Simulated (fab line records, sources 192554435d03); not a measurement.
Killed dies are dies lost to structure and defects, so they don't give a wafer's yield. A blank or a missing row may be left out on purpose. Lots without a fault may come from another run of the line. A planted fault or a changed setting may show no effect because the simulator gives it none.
Chamber matching | flow n5_finfet | N5_SDB_ETCH_18 on rie_diel-04: 4 sister chambers
The step etches SOC in N2/H2, target depth 100 nm, overetch 20 nm, time 150 s. 8 wafers are shown with their chamber, then 9 later ones without.

WAFERS WITH THEIR CHAMBER
wafer  | chamber | drypump_motor_current_A (A) | throttle_valve_pct (%)
L083.4 | 1       | 5.4                         | 17.7
L083.5 | 3       | 4.9                         | 17.9
L085.5 | 0       | 6.1                         | 17.6
L086.3 | 0       | 6.1                         | 17.6
L086.6 | 2       | 5.5                         | 17.3
L090.2 | 1       | 5.4                         | 17.8
L090.3 | 2       | 5.5                         | 17.3
L090.6 | 3       | 5.0                         | 18.0

WAFERS WITHOUT THEIR CHAMBER
wafer  | drypump_motor_current_A (A) | throttle_valve_pct (%)
L093.2 | 5.4                         | 17.8
L093.3 | 4.9                         | 18.0
L093.5 | 5.0                         | 18.0
L095.1 | 5.5                         | 17.3
L095.3 | 6.1                         | 17.7
L095.6 | 5.4                         | 17.8
L096.2 | 4.9                         | 18.0
L096.3 | 6.1                         | 17.7
L096.5 | 5.5                         | 17.3

WHICH CHAMBER EACH WENT THROUGH
wafer  | from the rows above | in truth
L093.2 | 1                   | 1
L093.3 | 3                   | 3
L093.5 | 3                   | 3
L095.1 | 2                   | 2
L095.3 | 0                   | 0
L095.6 | 1                   | 1
L096.2 | 3                   | 3
L096.3 | 0                   | 0
L096.5 | 2                   | 2
Placed correctly: 9 of 9. Can't be placed from these rows: 0. Placed wrongly: 0.
How it was worked out, from the rows above alone: a wafer's distance from a chamber is the root of the sum, over the readings, of the square of ((its reading less the chamber's mean) divided by the reading's scatter). The wafer belongs to the nearest chamber; if the next one is less than 2 further off, it can't be placed. A chamber's mean is the mean of its shown wafers. The scatter: the root of (the sum of the squares of (reading less its chamber's mean) over the shown wafers, divided by (wafers less chambers)).
